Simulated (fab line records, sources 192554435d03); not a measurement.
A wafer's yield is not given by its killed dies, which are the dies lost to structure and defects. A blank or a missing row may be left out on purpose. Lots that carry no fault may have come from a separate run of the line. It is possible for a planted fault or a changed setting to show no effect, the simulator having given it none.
Chamber matching || flow n5 finfet || N5_GATE_CUT_STRIP_59 on rie diel-02: 4 sister chambers
The step strips in N2/H2, time 20 s. 18 wafers are shown with their chamber, then 9 later ones without.

EACH WAFER AND ITS CHAMBER
{"wafer": "L074.2", "chamber": 3, "showerhead plenum p Torr (Torr)": 3.47, "throttle valve pct (%)": 12.33, "oes product au (a.u.)": 0.71}
{"wafer": "L074.3", "chamber": 0, "showerhead plenum p Torr (Torr)": 3.54, "throttle valve pct (%)": 11.96, "oes product au (a.u.)": 0.78}
{"wafer": "L074.4", "chamber": 2, "showerhead plenum p Torr (Torr)": 3.29, "throttle valve pct (%)": 12.06, "oes product au (a.u.)": 0.85}
{"wafer": "L080.3", "chamber": 0, "showerhead plenum p Torr (Torr)": 3.54, "throttle valve pct (%)": 11.99, "oes product au (a.u.)": 0.78}
{"wafer": "L080.4", "chamber": 1, "showerhead plenum p Torr (Torr)": 3.33, "throttle valve pct (%)": 12.61, "oes product au (a.u.)": 0.71}
{"wafer": "L080.5", "chamber": 1, "showerhead plenum p Torr (Torr)": 3.33, "throttle valve pct (%)": 12.60, "oes product au (a.u.)": 0.71}
{"wafer": "L088.2", "chamber": 1, "showerhead plenum p Torr (Torr)": 3.33, "throttle valve pct (%)": 12.64, "oes product au (a.u.)": 0.69}
{"wafer": "L088.5", "chamber": 1, "showerhead plenum p Torr (Torr)": 3.33, "throttle valve pct (%)": 12.66, "oes product au (a.u.)": 0.70}
{"wafer": "L088.6", "chamber": 2, "showerhead plenum p Torr (Torr)": 3.28, "throttle valve pct (%)": 12.14, "oes product au (a.u.)": 0.81}
{"wafer": "L090.2", "chamber": 3, "showerhead plenum p Torr (Torr)": 3.46, "throttle valve pct (%)": 12.41, "oes product au (a.u.)": 0.69}
{"wafer": "L090.3", "chamber": 1, "showerhead plenum p Torr (Torr)": 3.32, "throttle valve pct (%)": 12.66, "oes product au (a.u.)": 0.69}
{"wafer": "L090.6", "chamber": 0, "showerhead plenum p Torr (Torr)": 3.53, "throttle valve pct (%)": 12.01, "oes product au (a.u.)": 0.76}
{"wafer": "L094.1", "chamber": 1, "showerhead plenum p Torr (Torr)": 3.32, "throttle valve pct (%)": 12.70, "oes product au (a.u.)": 0.69}
{"wafer": "L094.2", "chamber": 2, "showerhead plenum p Torr (Torr)": 3.28, "throttle valve pct (%)": 12.16, "oes product au (a.u.)": 0.81}
{"wafer": "L094.3", "chamber": 3, "showerhead plenum p Torr (Torr)": 3.46, "throttle valve pct (%)": 12.42, "oes product au (a.u.)": 0.69}
{"wafer": "L094.4", "chamber": 2, "showerhead plenum p Torr (Torr)": 3.28, "throttle valve pct (%)": 12.14, "oes product au (a.u.)": 0.81}
{"wafer": "L094.5", "chamber": 3, "showerhead plenum p Torr (Torr)": 3.46, "throttle valve pct (%)": 12.45, "oes product au (a.u.)": 0.68}
{"wafer": "L094.6", "chamber": 1, "showerhead plenum p Torr (Torr)": 3.32, "throttle valve pct (%)": 12.68, "oes product au (a.u.)": 0.69}

SIGNATURES (means of the wafers above)
{"reading": "showerhead plenum p Torr", "chamber 0": 3.5367, "chamber 1": 3.3257, "chamber 2": 3.2825, "chamber 3": 3.4625, "scatter within a chamber": 0.00527}
{"reading": "throttle valve pct", "chamber 0": 11.9867, "chamber 1": 12.6500, "chamber 2": 12.1250, "chamber 3": 12.4025, "scatter within a chamber": 0.0404}
{"reading": "oes product au", "chamber 0": 0.7733, "chamber 1": 0.6971, "chamber 2": 0.8200, "chamber 3": 0.6925, "scatter within a chamber": 0.0133}
Rule: distance of a wafer from a chamber = root of the sum over the readings of ((wafer's reading minus chamber's mean) / reading's scatter) squared. If the next closest chamber is less than 2 further off than the closest, the wafer can't be placed; otherwise it belongs to the closest. How the scatter is found: for the shown wafers, subtract from each reading the mean of its chamber, square and add these, divide the total by (wafers less chambers), then take the root.

WAFERS WITH NO CHAMBER GIVEN
{"wafer": "L095.2", "showerhead plenum p Torr (Torr)": 3.46, "throttle valve pct (%)": 12.44, "oes product au (a.u.)": 0.69}
{"wafer": "L095.4", "showerhead plenum p Torr (Torr)": 3.28, "throttle valve pct (%)": 12.13, "oes product au (a.u.)": 0.81}
{"wafer": "L095.5", "showerhead plenum p Torr (Torr)": 3.46, "throttle valve pct (%)": 12.43, "oes product au (a.u.)": 0.69}
{"wafer": "L096.1", "showerhead plenum p Torr (Torr)": 3.52, "throttle valve pct (%)": 12.06, "oes product au (a.u.)": 0.75}
{"wafer": "L096.3", "showerhead plenum p Torr (Torr)": 3.27, "throttle valve pct (%)": 12.14, "oes product au (a.u.)": 0.80}
{"wafer": "L096.6", "showerhead plenum p Torr (Torr)": 3.27, "throttle valve pct (%)": 12.16, "oes product au (a.u.)": 0.80}
{"wafer": "L097.3", "showerhead plenum p Torr (Torr)": 3.45, "throttle valve pct (%)": 12.45, "oes product au (a.u.)": 0.69}
{"wafer": "L097.4", "showerhead plenum p Torr (Torr)": 3.52, "throttle valve pct (%)": 12.05, "oes product au (a.u.)": 0.76}
{"wafer": "L097.6", "showerhead plenum p Torr (Torr)": 3.45, "throttle valve pct (%)": 12.43, "oes product au (a.u.)": 0.69}

WHICH CHAMBER EACH WENT THROUGH
{"wafer": "L095.2", "from the rows above": 3, "in truth": 3}
{"wafer": "L095.4", "from the rows above": 2, "in truth": 2}
{"wafer": "L095.5", "from the rows above": 3, "in truth": 3}
{"wafer": "L096.1", "from the rows above": 0, "in truth": 0}
{"wafer": "L096.3", "from the rows above": 2, "in truth": 2}
{"wafer": "L096.6", "from the rows above": 2, "in truth": 2}
{"wafer": "L097.3", "from the rows above": 3, "in truth": 3}
{"wafer": "L097.4", "from the rows above": 0, "in truth": 0}
{"wafer": "L097.6", "from the rows above": 3, "in truth": 3}
9 of 9 placed correctly. Number that these rows cannot place: 0. 0 placed wrongly.
